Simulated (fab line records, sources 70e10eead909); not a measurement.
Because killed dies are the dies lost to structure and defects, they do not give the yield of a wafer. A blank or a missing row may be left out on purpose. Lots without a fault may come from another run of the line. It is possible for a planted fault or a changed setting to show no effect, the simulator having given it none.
Chamber matching + flow nandHarc + NHARC_A_CONTACT_ETCH_91 on rieDiel-04: 4 sister chambers
The step etches the open film in CH3F/O2, target depth 40 nm, time 85.7 s. 30 wafers are shown with their chamber, then 12 later ones without.

== WAFERS WITH THEIR CHAMBER ==
| wafer  | chamber | drypumpMotorCurrentA (A) | showerheadPlenumPTorr (Torr) | rfVppV (V) |
|--------|---------|--------------------------|------------------------------|------------|
| L074.1 | 0       | 6.8                      | 2.27                         | 242.2      |
| L074.3 | 2       | 5.7                      | 2.56                         | 245.1      |
| L074.6 | 2       | 5.7                      | 2.56                         | 245.4      |
| L078.2 | 2       | 5.7                      | 2.56                         | 246.4      |
| L078.3 | 0       | 6.8                      | 2.27                         | 241.3      |
| L078.5 | 2       | 5.7                      | 2.56                         | 246.2      |
| L079.2 | 0       | 6.8                      | 2.66                         | 248.2      |
| L079.3 | 3       | 6.3                      | 2.48                         | 244.4      |
| L079.5 | 3       | 6.2                      | 2.48                         | 246.2      |
| L080.1 | 2       | 5.7                      | 2.56                         | 244.8      |
| L080.2 | 0       | 6.8                      | 2.66                         | 247.1      |
| L080.5 | 1       | 5.1                      | 2.43                         | 244.0      |
| L082.1 | 0       | 6.8                      | 2.66                         | 246.9      |
| L082.4 | 1       | 5.1                      | 2.43                         | 243.6      |
| L082.6 | 1       | 5.1                      | 2.43                         | 244.1      |
| L083.2 | 2       | 5.7                      | 2.56                         | 246.5      |
| L083.3 | 3       | 6.2                      | 2.47                         | 243.4      |
| L083.6 | 2       | 5.7                      | 2.56                         | 245.9      |
| L084.1 | 3       | 6.3                      | 2.47                         | 245.9      |
| L084.4 | 2       | 5.7                      | 2.56                         | 245.5      |
| L084.5 | 1       | 5.1                      | 2.43                         | 244.3      |
| L089.1 | 2       | 5.7                      | 2.55                         | 246.1      |
| L089.3 | 0       | 6.8                      | 2.65                         | 247.5      |
| L089.4 | 1       | 5.1                      | 2.42                         | 243.8      |
| L091.1 | 3       | 6.3                      | 2.47                         | 244.5      |
| L091.3 | 2       | 5.7                      | 2.55                         | 246.4      |
| L091.4 | 1       | 5.1                      | 2.42                         | 244.1      |
| L090.4 | 0       | 6.8                      | 2.65                         | 248.1      |
| L090.5 | 2       | 5.7                      | 2.55                         | 245.2      |
| L090.6 | 3       | 6.2                      | 2.47                         | 245.0      |

SIGNATURES (means of the wafers above)
| reading               | chamber 0 | chamber 1 | chamber 2 | chamber 3 | scatter within a chamber |
|-----------------------|-----------|-----------|-----------|-----------|--------------------------|
| drypumpMotorCurrentA  | 6.800     | 5.100     | 5.700     | 6.250     | 0.024                    |
| showerheadPlenumPTorr | 2.5457    | 2.4267    | 2.5573    | 2.4733    | 0.0906                   |
| rfVppV                | 245.900   | 243.983   | 245.773   | 244.900   | 1.51                     |
Rule: a wafer lies at a distance from a chamber equal to the root of the sum of squares, over the readings, of (its reading less the chamber's mean, divided by the reading's scatter). The wafer belongs to the nearest chamber; if the next one is less than 2 further off, it can't be placed. How the scatter is found: for the shown wafers, subtract from each reading the mean of its chamber, square and add these, divide the total by (wafers less chambers), then take the root.

== WAFERS WHOSE CHAMBER IS MISSING ==
| wafer  | drypumpMotorCurrentA (A) | showerheadPlenumPTorr (Torr) | rfVppV (V) |
|--------|--------------------------|------------------------------|------------|
| L092.2 | 6.3                      | 2.47                         | 244.5      |
| L092.4 | 6.3                      | 2.47                         | 243.8      |
| L092.6 | 5.7                      | 2.55                         | 246.2      |
| L095.1 | 5.7                      | 2.55                         | 246.7      |
| L095.4 | 6.2                      | 2.47                         | 243.6      |
| L095.5 | 5.7                      | 2.55                         | 246.1      |
| L096.1 | 6.8                      | 2.65                         | 248.0      |
| L096.5 | 5.7                      | 2.55                         | 246.2      |
| L096.6 | 5.1                      | 2.42                         | 243.3      |
| L097.1 | 5.1                      | 2.42                         | 244.2      |
| L097.2 | 6.3                      | 2.46                         | 245.6      |
| L097.6 | 5.8                      | 2.55                         | 245.5      |

== THE CHAMBER EACH PASSED THROUGH ==
| wafer  | from the rows above | in truth |
|--------|---------------------|----------|
| L092.2 | 3                   | 3        |
| L092.4 | 3                   | 3        |
| L092.6 | 2                   | 2        |
| L095.1 | 2                   | 2        |
| L095.4 | 3                   | 3        |
| L095.5 | 2                   | 2        |
| L096.1 | 0                   | 0        |
| L096.5 | 2                   | 2        |
| L096.6 | 1                   | 1        |
| L097.1 | 1                   | 1        |
| L097.2 | 3                   | 3        |
| L097.6 | 2                   | 2        |
Correctly placed: 12 of 12. Not placeable from these rows: 0. Wrongly placed: 0.
